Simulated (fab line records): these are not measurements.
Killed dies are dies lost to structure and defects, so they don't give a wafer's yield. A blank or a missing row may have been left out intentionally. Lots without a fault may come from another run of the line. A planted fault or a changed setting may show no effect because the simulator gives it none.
fab line records ; flow n5-finfet ; part 1 of 2: steps 1 to 19 of 28
record: lots: 5; wafers: 15; last-day: 17
route steps=1938 shown BEOL_M3@935
lots with no fault: from the same line, run without faults
start-h: start of the lot's first displayed wafer, in hours after the record's first day ; wait-h: how many hours have passed since the lot's step before this one ; " identical to the entry in the row above ; L1.1+2: a single row standing in for several wafers ; - either no value or no given start ; * or withheld: withheld ; < > ~ a bound
route shown NAME@n: NAME is a module with steps in the file, n the number in the route of the first one ; usual: the fault-free wafers' mean and standard deviation ; same: alike in all rows ; chamber/n: place in a boat ; sites: readings site by site ; _std_site: their standard deviation ; _edge_site: outer sites' mean less inner sites' ; radius-mm: for every site, how far away it sits from the centre of the wafer ; mask NAME#n: copy n ; behind: tool/chamber where the wafer was last shaped ; hold: why the lot was held/for how many hours/how that ended ; device: the transistor (n, p or np) that didn't switch ; end of line: tests run on the same wafers once the route is complete ; a step with no rows: only its recipe ; killed: not the wafer's yield, but the dies lost to structure and defects at the first sort ; map: a wafer's dies, marking killed ones x, the rest . and places with no die _
set.NAME: the run value of the setting; set.NAME@STEP: its run value at that earlier step ; model.NAME: the simulator's own value behind a step, which no gauge read
lots at some steps of the route; a table a step, a row a wafer
services: from which hour (start-h, from the record's first day; less than 0 if before it) a tool's chamber was out of use, for how many hours, and why
== steps ==
step: N5_BEOL_M3_COAT_61
recipe: resist: SOC; temp-c: 250; time-s: 60; spin-rpm: 1500; resist-thk-nm: 60
usual: chill-plate-temp-C: 22.99/0.1
lot.wafer;tool;chamber;start-h;wait-h;chill-plate-temp-C
L083.4;litho-track-01;0;202.76;0.1;22.82
L083.5;litho-track-01;0;202.76;0.1;22.83
L083.6;litho-track-01;0;202.76;0.1;22.97
L085.2;litho-track-05;0;231.14;0.1;23.16
L085.4;litho-track-05;0;231.14;0.1;22.94
L085.5;litho-track-05;0;231.14;0.1;22.90
L086.2;litho-track-01;0;231.24;0.1;23.01
L086.5;litho-track-01;0;231.24;0.1;22.99
L086.6;litho-track-01;0;231.24;0.1;23.00
L091.1;litho-track-05;0;247.81;0.1;22.89
L091.3;litho-track-05;0;247.81;0.1;23.03
L091.4;litho-track-05;0;247.81;0.1;22.85
L097.2;litho-track-05;0;291.41;0.1;23.02
L097.4;litho-track-05;0;291.41;0.1;23.10
L097.5;litho-track-05;0;291.41;0.1;23.01
step: N5_BEOL_M3_COAT_62
recipe: resist: SiARC; temp-c: 220; time-s: 60; spin-rpm: 1500; resist-thk-nm: 12
usual: chill-plate-temp-C: 23.01/0.11
lot.wafer;tool;chamber;start-h;wait-h;chill-plate-temp-C
L083.4;litho-track-01;0;-;-;23.08
L083.5;litho-track-01;0;-;-;23.09
L083.6;litho-track-01;0;-;-;23.13
L085.2;litho-track-05;0;-;-;22.99
L085.4;litho-track-05;0;-;-;23.06
L085.5;litho-track-05;0;-;-;23.08
L086.2;litho-track-01;0;-;-;22.85
L086.5;litho-track-01;0;-;-;22.92
L086.6;litho-track-01;0;-;-;22.94
L091.1;litho-track-05;0;-;-;23.20
L091.3;litho-track-05;0;-;-;23.18
L091.4;litho-track-05;0;-;-;23.27
L097.2;litho-track-05;0;-;-;23.25
L097.4;litho-track-05;0;-;-;23.27
L097.5;litho-track-05;0;-;-;23.06
step: N5_BEOL_M3_COAT_73
recipe: resist: underlayer; temp-c: 205; time-s: 60; spin-rpm: 1500; resist-thk-nm: 5
usual: chill-plate-temp-C: 22.99/0.12
lot.wafer;tool;chamber;start-h;wait-h;chill-plate-temp-C
L083.4;litho-track-01;0;-;-;23.05
L083.5;litho-track-01;0;-;-;23.16
L083.6;litho-track-01;0;-;-;23.11
L085.2;litho-track-05;0;-;-;23.00
L085.4;litho-track-05;0;-;-;23.04
L085.5;litho-track-05;0;-;-;23.03
L086.2;litho-track-01;0;-;-;22.88
L086.5;litho-track-01;0;-;-;23.07
L086.6;litho-track-01;0;-;-;23.04
L091.1;litho-track-05;0;-;-;23.10
L091.3;litho-track-05;0;-;-;23.01
L091.4;litho-track-05;0;-;-;23.12
L097.2;litho-track-05;0;-;-;22.88
L097.4;litho-track-05;0;-;-;22.96
L097.5;litho-track-05;0;-;-;22.81
step: N5_BEOL_M3_COAT_05
recipe: resist: CAR-EUV; spin-rpm: 1500; resist-thk-nm: 30
usual: chill-plate-temp-C: 22.95/0.12
lot.wafer;tool;chamber;start-h;wait-h;chill-plate-temp-C
L083.4;litho-track-01;0;-;-;23.11
L083.5;litho-track-01;0;-;-;23.01
L083.6;litho-track-01;0;-;-;23.12
L085.2;litho-track-05;0;-;-;22.80
L085.4;litho-track-05;0;-;-;22.77
L085.5;litho-track-05;0;-;-;22.99
L086.2;litho-track-01;0;-;-;23.12
L086.5;litho-track-01;0;-;-;22.90
L086.6;litho-track-01;0;-;-;23.02
L091.1;litho-track-05;0;-;-;22.93
L091.3;litho-track-05;0;-;-;23.05
L091.4;litho-track-05;0;-;-;23.07
L097.2;litho-track-05;0;-;-;22.97
L097.4;litho-track-05;0;-;-;23.09
L097.5;litho-track-05;0;-;-;22.86
step: N5_BEOL_M3_EBR_07
recipe: solvent: PGMEA; ebr-width-mm: 1.5
usual: chill-plate-temp-C: 22.99/0.11
lot.wafer;tool;chamber;start-h;wait-h;chill-plate-temp-C
L083.4;litho-track-01;0;-;-;22.97
L083.5;litho-track-01;0;-;-;23.10
L083.6;litho-track-01;0;-;-;23.13
L085.2;litho-track-05;0;-;-;23.15
L085.4;litho-track-05;0;-;-;23.15
L085.5;litho-track-05;0;-;-;23.14
L086.2;litho-track-01;0;-;-;22.95
L086.5;litho-track-01;0;-;-;22.84
L086.6;litho-track-01;0;-;-;22.99
L091.1;litho-track-05;0;-;-;23.14
L091.3;litho-track-05;0;-;-;23.01
L091.4;litho-track-05;0;-;-;23.17
L097.2;litho-track-05;0;-;-;22.99
L097.4;litho-track-05;0;-;-;23.15
L097.5;litho-track-05;0;-;-;23.06
step: N5_BEOL_M3_SOFTBAKE_06
recipe: temp-c: 110; time-s: 60; resist: CAR-EUV
usual: chill-plate-temp-C: 23.00/0.11
lot.wafer;tool;chamber;start-h;wait-h;chill-plate-temp-C
L083.4;litho-track-01;0;-;-;22.96
L083.5;litho-track-01;0;-;-;23.17
L083.6;litho-track-01;0;-;-;23.12
L085.2;litho-track-05;0;-;-;22.91
L085.4;litho-track-05;0;-;-;22.90
L085.5;litho-track-05;0;-;-;23.07
L086.2;litho-track-01;0;-;-;23.02
L086.5;litho-track-01;0;-;-;23.02
L086.6;litho-track-01;0;-;-;23.14
L091.1;litho-track-05;0;-;-;23.23
L091.3;litho-track-05;0;-;-;23.13
L091.4;litho-track-05;0;-;-;23.25
L097.2;litho-track-05;0;-;-;22.99
L097.4;litho-track-05;0;-;-;22.92
L097.5;litho-track-05;0;-;-;22.94
step: N5_BEOL_M3_EXPOSE_08
recipe: mask-id: M3; na: 0.33; source-shape: dipole; sigma-inner: 0.369; sigma-outer: 0.767; polarization: unpolarized; dose-mj: 33
usual: focus-offset-nm: 0.1/0.56; reticle-temp-C: 22.99/0.11
lot.wafer;tool;chamber;start-h;wait-h;mask;focus-offset-nm;reticle-temp-C
L083.4;euv-scanner-01;0;202.91;-;M3#0;1.1;23.05
L083.5;euv-scanner-01;0;202.91;-;M3#0;1.5;22.89
L083.6;euv-scanner-01;0;202.91;-;M3#0;1.3;22.97
L085.2;euv-scanner-02;0;231.41;-;M3#0;0.4;23.00
L085.4;euv-scanner-02;0;231.41;-;M3#0;0.1;23.05
L085.5;euv-scanner-02;0;231.41;-;M3#0;1.0;23.06
L086.2;euv-scanner-02;0;231.45;-;M3#0;0.5;22.99
L086.5;euv-scanner-02;0;231.45;-;M3#0;-0.1;23.06
L086.6;euv-scanner-02;0;231.45;-;M3#0;1.1;23.24
L091.1;euv-scanner-02;0;247.95;-;M3#0;0.6;23.10
L091.3;euv-scanner-02;0;247.95;-;M3#0;-0.8;22.92
L091.4;euv-scanner-02;0;247.95;-;M3#0;0.5;23.03
L097.2;euv-scanner-02;0;291.71;-;M3#0;1.0;22.80
L097.4;euv-scanner-02;0;291.71;-;M3#0;0.4;22.92
L097.5;euv-scanner-02;0;291.71;-;M3#0;0.6;22.83
step: N5_BEOL_M3_PEB_09
recipe: peb-temp-c: 100; peb-time-s: 60; resist: CAR-EUV
usual: chill-plate-temp-C: 23.01/0.11
lot.wafer;tool;chamber;start-h;wait-h;chill-plate-temp-C
L083.4;litho-track-04;0;202.95;0.0;22.93
L083.5;litho-track-04;0;202.95;0.0;23.12
L083.6;litho-track-04;0;202.95;0.0;22.92
L085.2;litho-track-01;0;231.46;0.0;23.11
L085.4;litho-track-01;0;231.46;0.0;23.12
L085.5;litho-track-01;0;231.46;0.0;23.06
L086.2;litho-track-05;0;231.50;0.0;22.96
L086.5;litho-track-05;0;231.50;0.0;22.91
L086.6;litho-track-05;0;231.50;0.0;23.00
L091.1;litho-track-05;0;248.00;0.1;23.07
L091.3;litho-track-05;0;248.00;0.1;22.89
L091.4;litho-track-05;0;248.00;0.1;23.01
L097.2;litho-track-01;0;291.76;0.0;23.04
L097.4;litho-track-01;0;291.76;0.0;22.99
L097.5;litho-track-01;0;291.76;0.0;22.93
step: N5_BEOL_M3_DEVELOP_10
recipe: develop-time-s: 30; developer: TMAH; resist: CAR-EUV; rinse-liquid: surfactant-rinse; dry: air-spin; dev-temp-c: 23
usual: chill-plate-temp-C: 23.01/0.1; developer-temp-C: 23.02/0.12
lot.wafer;tool;chamber;start-h;wait-h;chill-plate-temp-C;developer-temp-C
L083.4;litho-track-04;0;-;-;22.88;22.88
L083.5;litho-track-04;0;-;-;22.85;23.03
L083.6;litho-track-04;0;-;-;22.91;23.21
L085.2;litho-track-01;0;-;-;23.05;22.90
L085.4;litho-track-01;0;-;-;23.01;23.01
L085.5;litho-track-01;0;-;-;23.02;22.98
L086.2;litho-track-05;0;-;-;23.01;23.03
L086.5;litho-track-05;0;-;-;22.98;23.09
L086.6;litho-track-05;0;-;-;23.09;23.02
L091.1;litho-track-05;0;-;-;22.91;23.11
L091.3;litho-track-05;0;-;-;23.03;23.06
L091.4;litho-track-05;0;-;-;23.00;23.11
L097.2;litho-track-01;0;-;-;23.20;23.09
L097.4;litho-track-01;0;-;-;23.14;23.04
L097.5;litho-track-01;0;-;-;23.13;23.17
step: N5_BEOL_M3_CD_MEAS_11
recipe: target-cd-nm: 17.05; landing-energy-ev: 500; detector: se-inlens; polarity: opening
usual: cd-nm: 16.93/0.24
same: landing-energy-ev: 500
lot.wafer;tool;chamber;start-h;wait-h;cd-nm
L083.4;cd-sem-01;0;203.02;-;17.24
L083.5;cd-sem-01;0;203.02;-;17.02
L083.6;cd-sem-01;0;203.02;-;17.24
L085.2;cd-sem-03;0;231.53;-;16.64
L085.4;cd-sem-03;0;231.53;-;16.92
L085.5;cd-sem-03;0;231.53;-;16.87
L086.2;cd-sem-01;0;231.57;-;17.06
L086.5;cd-sem-01;0;231.57;-;16.64
L086.6;cd-sem-01;0;231.57;-;16.67
L091.1;cd-sem-03;0;248.07;-;17.03
L091.3;cd-sem-03;0;248.07;-;16.97
L091.4;cd-sem-03;0;248.07;-;16.57
L097.2;cd-sem-02;0;291.83;-;17.19
L097.4;cd-sem-02;0;291.83;-;16.83
L097.5;cd-sem-02;0;291.83;-;17.16
step: N5_BEOL_M3_OVL_MEAS_12
recipe: points-per-wafer: 522
usual: M3_OVL: -0.4/0.67
lot.wafer;tool;chamber;start-h;wait-h;M3_OVL[nm]
L083.4;overlay-01;0;203.07;0.0;0.7
L083.5;overlay-01;0;203.07;0.0;0.6
L083.6;overlay-01;0;203.07;0.0;0.2
L085.2;overlay-02;0;231.57;0.0;-1.7
L085.4;overlay-02;0;231.57;0.0;-1.8
L085.5;overlay-02;0;231.57;0.0;-0.1
L086.2;overlay-01;0;231.60;0.0;-0.3
L086.5;overlay-01;0;231.60;0.0;-1.5
L086.6;overlay-01;0;231.60;0.0;-0.2
L091.1;overlay-01;0;248.10;0.0;-1.4
L091.3;overlay-01;0;248.10;0.0;-0.3
L091.4;overlay-01;0;248.10;0.0;-0.6
L097.2;overlay-02;0;291.86;0.0;-0.5
L097.4;overlay-02;0;291.86;0.0;-0.5
L097.5;overlay-02;0;291.86;0.0;-0.6
step: N5_BEOL_M3_INSPECT_13
recipe: mode: adi; inspect-instrument: brightfield
usual: raw-defect-count: 400/89
lot.wafer;tool;chamber;start-h;wait-h;raw-defect-count
L083.4;defect-inspect-02;-;203.11;0.0;354
L083.5;defect-inspect-02;-;203.11;0.0;342
L083.6;defect-inspect-02;-;203.11;0.0;482
L085.2;defect-inspect-02;-;231.62;0.0;399
L085.4;defect-inspect-02;-;231.62;0.0;382
L085.5;defect-inspect-02;-;231.62;0.0;436
L086.2;defect-inspect-01;-;231.66;0.0;546
L086.5;defect-inspect-01;-;231.66;0.0;621
L086.6;defect-inspect-01;-;231.66;0.0;516
L091.1;defect-inspect-02;-;248.16;0.1;491
L091.3;defect-inspect-02;-;248.16;0.1;380
L091.4;defect-inspect-02;-;248.16;0.1;348
L097.2;defect-inspect-01;-;291.92;0.0;464
L097.4;defect-inspect-01;-;291.92;0.0;434
L097.5;defect-inspect-01;-;291.92;0.0;505
step: N5_BEOL_M3_DESCUM_16
recipe: chemistry: O2; time-s: 7; source-power-w: 50; bias-power-w: 20; pressure-mtorr: 20; rf-frequency-hz: 2.712e+07; temp-c: 40; resist: CAR-EUV; o2-flow-sccm: 225
usual: drypump-motor-current-A: 5.5/0.37; oes-product-au: 0.79/0.089; rf-vpp-V: 243.2/1.3; showerhead-plenum-p-Torr: 2.10/0.07; throttle-valve-pct: 20.53/0.22
lot.wafer;tool;chamber;start-h;wait-h;drypump-motor-current-A;oes-product-au;rf-hours-counter-h;rf-vpp-V;showerhead-plenum-p-Torr;throttle-valve-pct
L083.4;rie-diel-06;3;203.14;0.0;5.2;0.86;45;246.4;2.21;20.08
L083.5;rie-diel-06;0;203.14;0.0;5.5;0.74;-;245.7;2.17;20.47
L083.6;rie-diel-06;3;203.14;0.0;5.2;0.86;-;246.6;2.21;20.07
L085.2;rie-diel-02;1;231.86;0.2;6.0;0.71;217;242.6;2.10;20.79
L085.4;rie-diel-02;0;231.86;0.2;4.7;0.67;249;242.6;2.07;20.87
L085.5;rie-diel-02;3;231.86;0.2;5.7;0.86;-;244.4;2.23;20.77
L086.2;rie-diel-04;3;231.94;0.3;5.4;0.70;214;243.4;2.18;20.62
L086.5;rie-diel-04;2;231.94;0.3;5.7;0.70;-;242.1;2.01;20.46
L086.6;rie-diel-04;3;231.94;0.3;5.4;0.70;-;245.5;2.18;20.62
L091.1;rie-diel-02;3;248.19;0.0;5.7;0.86;62;243.8;2.23;20.79
L091.3;rie-diel-02;2;248.19;0.0;5.8;0.89;34;242.8;2.05;20.18
L091.4;rie-diel-02;3;248.19;0.0;5.7;0.86;-;245.5;2.23;20.80
L097.2;rie-diel-06;1;291.95;0.0;5.4;0.81;95;242.8;2.02;20.68
L097.4;rie-diel-06;0;291.95;0.0;5.6;0.72;187;245.0;2.16;20.50
L097.5;rie-diel-06;1;291.95;0.0;5.4;0.81;-;241.7;2.02;20.67
step: N5_BEOL_M3_ETCH_74
recipe: chemistry: N2/H2; target: underlayer; target-depth-a: 65; mask-material: CAR-EUV; time-s: 5.2; ion-energy-ev: 200; pressure-mtorr: 30; source-w: 840; bias-w: 150; n2-flow-sccm: 200; h2-flow-sccm: 200; ends: cleared
usual: bias-w: 150.0/0.41; drypump-motor-current-A: 5.5/0.37; etch-rf-on-time-s: 5.19/0.17; oes-product-au: 0.67/0.078; rf-vpp-V: 523.9/2.6; showerhead-plenum-p-Torr: 2.55/0.095; throttle-valve-pct: 17.93/0.24
lot.wafer;tool;chamber;start-h;wait-h;bias-w;drypump-motor-current-A;etch-rf-on-time-s;oes-product-au;rf-hours-counter-h;rf-vpp-V;showerhead-plenum-p-Torr;throttle-valve-pct
L083.4;rie-diel-06;3;203.17;0.0;151.0;5.2;5.17;0.73;45;528.5;2.72;17.72
L083.5;rie-diel-06;0;203.17;0.0;149.8;5.6;5.02;0.64;-;526.6;2.66;18.08
L083.6;rie-diel-06;3;203.17;0.0;150.2;5.2;5.13;0.74;-;527.7;2.72;17.72
L085.2;rie-diel-02;1;231.90;0.0;150.2;6.0;5.31;0.59;217;522.7;2.49;17.94
L085.4;rie-diel-02;0;231.90;0.0;150.5;4.8;5.43;0.58;249;522.7;2.52;18.37
L085.5;rie-diel-02;3;231.90;0.0;150.4;5.7;5.13;0.74;-;528.6;2.70;18.26
L086.2;rie-diel-04;3;231.97;0.0;150.1;5.4;5.27;0.60;214;525.9;2.63;18.01
L086.5;rie-diel-04;2;231.97;0.0;150.2;5.7;5.34;0.61;-;521.1;2.41;17.73
L086.6;rie-diel-04;3;231.97;0.0;150.4;5.4;5.31;0.61;-;525.6;2.63;18.00
L091.1;rie-diel-02;3;248.23;0.0;149.6;5.7;5.11;0.73;62;528.7;2.70;18.27
L091.3;rie-diel-02;2;248.23;0.0;150.3;5.8;4.98;0.77;34;521.7;2.47;17.42
L091.4;rie-diel-02;3;248.23;0.0;150.6;5.7;4.99;0.74;-;527.4;2.70;18.31
L097.2;rie-diel-06;1;291.98;0.0;150.5;5.4;4.98;0.70;95;521.0;2.46;18.08
L097.4;rie-diel-06;0;291.98;0.0;149.6;5.6;5.02;0.62;187;526.2;2.65;18.09
L097.5;rie-diel-06;1;291.98;0.0;150.2;5.5;5.00;0.70;-;520.3;2.46;18.04
step: N5_BEOL_M3_ETCH_63
recipe: chemistry: CF4; target: SiARC; target-depth-a: 156; mask-material: CAR-EUV; time-s: 26; ion-energy-ev: 80; pressure-mtorr: 40; source-w: 545; bias-w: 36; Ar_flow_sccm: 100; cf4-flow-sccm: 100; ends: cleared
usual: bias-w: 35.99/0.1; drypump-motor-current-A: 5.5/0.37; etch-rf-on-time-s: 26.0/0.85; oes-product-au: 0.68/0.078; rf-vpp-V: 184.2/1.1; showerhead-plenum-p-Torr: 2.15/0.065; throttle-valve-pct: 15.66/0.22
lot.wafer;tool;chamber;start-h;wait-h;bias-w;drypump-motor-current-A;etch-rf-on-time-s;oes-product-au;rf-hours-counter-h;rf-vpp-V;showerhead-plenum-p-Torr;throttle-valve-pct
L083.4;rie-diel-06;3;203.19;0.0;36.06;5.2;26.2;0.73;45;186.5;2.26;15.30
L083.5;rie-diel-06;0;203.19;0.0;36.03;5.6;25.5;0.63;-;185.9;2.23;15.66
L083.6;rie-diel-06;3;203.19;0.0;36.01;5.2;26.1;0.74;-;184.9;2.26;15.32
L085.2;rie-diel-02;1;231.91;0.0;36.12;6.0;26.3;0.59;217;183.7;2.12;15.85
L085.4;rie-diel-02;0;231.91;0.0;35.95;4.8;26.9;0.57;249;184.8;2.13;16.06
L085.5;rie-diel-02;3;231.91;0.0;35.82;5.7;25.4;0.75;-;186.2;2.25;15.77
L086.2;rie-diel-04;3;231.99;0.0;36.00;5.4;25.9;0.60;214;184.6;2.22;15.82
L086.5;rie-diel-04;2;231.99;0.0;36.07;5.7;26.6;0.61;-;182.9;2.05;15.66
L086.6;rie-diel-04;3;231.99;0.0;36.07;5.4;26.3;0.61;-;182.9;2.22;15.81
L091.1;rie-diel-02;3;248.25;0.0;36.04;5.7;25.6;0.74;62;184.5;2.25;15.78
L091.3;rie-diel-02;2;248.25;0.0;35.97;5.8;25.1;0.78;34;183.4;2.10;15.21
L091.4;rie-diel-02;3;248.25;0.0;36.13;5.7;25.4;0.74;-;186.2;2.25;15.77
L097.2;rie-diel-06;1;292.00;0.0;36.05;5.4;25.0;0.70;95;183.5;2.08;15.84
L097.4;rie-diel-06;0;292.00;0.0;35.99;5.6;25.2;0.62;187;184.1;2.22;15.71
L097.5;rie-diel-06;1;292.00;0.0;36.19;5.4;25.0;0.71;-;183.0;2.08;15.85
step: N5_BEOL_M3_ETCH_64
recipe: chemistry: N2/H2; target: SOC; target-depth-a: 750; overetch-a: 150; mask-material: SiARC; temp-c: 40; time-s: 112.5; ion-energy-ev: 200; pressure-mtorr: 30; source-w: 840; bias-w: 150; n2-flow-sccm: 200; h2-flow-sccm: 200
usual: bias-w: 149.9/0.45; drypump-motor-current-A: 5.5/0.37; oes-product-au: 0.63/0.068; rf-vpp-V: 524.0/2.5; showerhead-plenum-p-Torr: 2.55/0.095; throttle-valve-pct: 17.89/0.24
lot.wafer;tool;chamber;start-h;wait-h;bias-w;drypump-motor-current-A;oes-product-au;rf-hours-counter-h;rf-vpp-V;showerhead-plenum-p-Torr;throttle-valve-pct
L083.4;rie-diel-06;3;203.22;0.0;150.0;5.2;0.68;45;529.7;2.72;17.66
L083.5;rie-diel-06;0;203.22;0.0;149.9;5.6;0.58;-;527.1;2.66;18.03
L083.6;rie-diel-06;3;203.22;0.0;149.6;5.2;0.69;-;527.9;2.72;17.68
L085.2;rie-diel-02;1;231.94;0.0;149.5;6.0;0.55;217;523.7;2.49;17.89
L085.4;rie-diel-02;0;231.94;0.0;150.2;4.8;0.55;250;523.6;2.52;18.33
L085.5;rie-diel-02;3;231.94;0.0;150.6;5.7;0.69;-;527.7;2.70;18.23
L086.2;rie-diel-04;3;232.02;0.0;149.3;5.4;0.57;214;525.0;2.63;17.95
L086.5;rie-diel-04;2;232.02;0.0;149.8;5.7;0.57;-;519.7;2.41;17.72
L086.6;rie-diel-04;3;232.02;0.0;149.8;5.4;0.56;-;527.5;2.63;17.95
L091.1;rie-diel-02;3;248.27;0.0;150.5;5.7;0.67;62;527.1;2.70;18.24
L091.3;rie-diel-02;2;248.27;0.0;150.7;5.8;0.71;34;522.0;2.47;17.40
L091.4;rie-diel-02;3;248.27;0.0;149.9;5.7;0.67;-;528.9;2.70;18.24
L097.2;rie-diel-06;1;292.03;0.0;149.6;5.4;0.63;95;522.5;2.46;18.03
L097.4;rie-diel-06;0;292.03;0.0;149.3;5.6;0.56;187;526.8;2.65;18.06
L097.5;rie-diel-06;1;292.03;0.0;150.7;5.4;0.64;-;522.7;2.46;18.03
step: N5_BEOL_M3_STRIP_65
recipe: chemistry: N2/H2; temp-c: 40; n2-flow-sccm: 200; h2-flow-sccm: 200; rf-frequency-hz: 6e+07
lot.wafer;tool;chamber;start-h;wait-h
L083.4+5+6;rie-diel-06;3,0,3;203.33;0.1
L085.2+4+5;rie-diel-02;1,0,3;232.05;0.1
L086.2+5+6;rie-diel-04;3,2,3;232.13;0.1
L091.1+3+4;rie-diel-02;3,2,3;248.38;0.1
L097.2+4+5;rie-diel-06;1,0,1;292.14;0.1
step: N5_BEOL_M3_STRIP_75
recipe: chemistry: N2/H2; temp-c: 40; n2-flow-sccm: 200; h2-flow-sccm: 200; rf-frequency-hz: 6e+07
lot.wafer;tool;chamber;start-h;wait-h
L083.4+5+6;rie-diel-06;3,0,3;203.34;0.0
L085.2+4+5;rie-diel-02;1,0,3;232.06;0.0
L086.2+5+6;rie-diel-04;3,2,3;232.14;0.0
L091.1+3+4;rie-diel-02;3,2,3;248.39;0.0
L097.2+4+5;rie-diel-06;1,0,1;292.15;0.0
step: N5_BEOL_M3_STRIP_66
recipe: chemistry: CF4; resist: SiARC; power-w: 300; bias-power-w: 75; pressure-mtorr: 50; cf4-flow-sccm: 150; rf-frequency-hz: 6e+07
usual: drypump-motor-current-A: 5.5/0.37; oes-product-au: 0.78/0.084; rf-vpp-V: 271.2/1.4; showerhead-plenum-p-Torr: 1.80/0.055; throttle-valve-pct: 13.63/0.24
lot.wafer;tool;chamber;start-h;wait-h;drypump-motor-current-A;oes-product-au;rf-hours-counter-h;rf-vpp-V;showerhead-plenum-p-Torr;throttle-valve-pct
L083.4;rie-diel-06;3;203.35;0.0;5.2;0.85;45;274.7;1.88;13.27
L083.5;rie-diel-06;0;203.35;0.0;5.6;0.73;-;273.2;1.85;13.62
L083.6;rie-diel-06;3;203.35;0.0;5.2;0.85;-;273.6;1.88;13.26
L085.2;rie-diel-02;1;232.07;0.0;5.9;0.69;217;270.5;1.79;13.89
L085.4;rie-diel-02;0;232.07;0.0;4.8;0.68;250;270.6;1.78;13.99
L085.5;rie-diel-02;3;232.07;0.0;5.7;0.86;-;271.9;1.90;13.76
L086.2;rie-diel-04;3;232.15;0.0;5.4;0.69;214;271.8;1.86;13.83
L086.5;rie-diel-04;2;232.15;0.0;5.7;0.71;-;270.2;1.72;13.68
L086.6;rie-diel-04;3;232.15;0.0;5.4;0.70;-;274.1;1.86;13.84
L091.1;rie-diel-02;3;248.40;0.0;5.7;0.84;62;273.0;1.89;13.76
L091.3;rie-diel-02;2;248.40;0.0;5.8;0.89;34;270.9;1.74;13.10
L091.4;rie-diel-02;3;248.40;0.0;5.7;0.85;-;273.2;1.89;13.76
L097.2;rie-diel-06;1;292.16;0.0;5.4;0.79;95;270.6;1.74;13.77
L097.4;rie-diel-06;0;292.16;0.0;5.6;0.71;187;272.8;1.85;13.66
L097.5;rie-diel-06;1;292.16;0.0;5.4;0.80;-;270.5;1.74;13.76
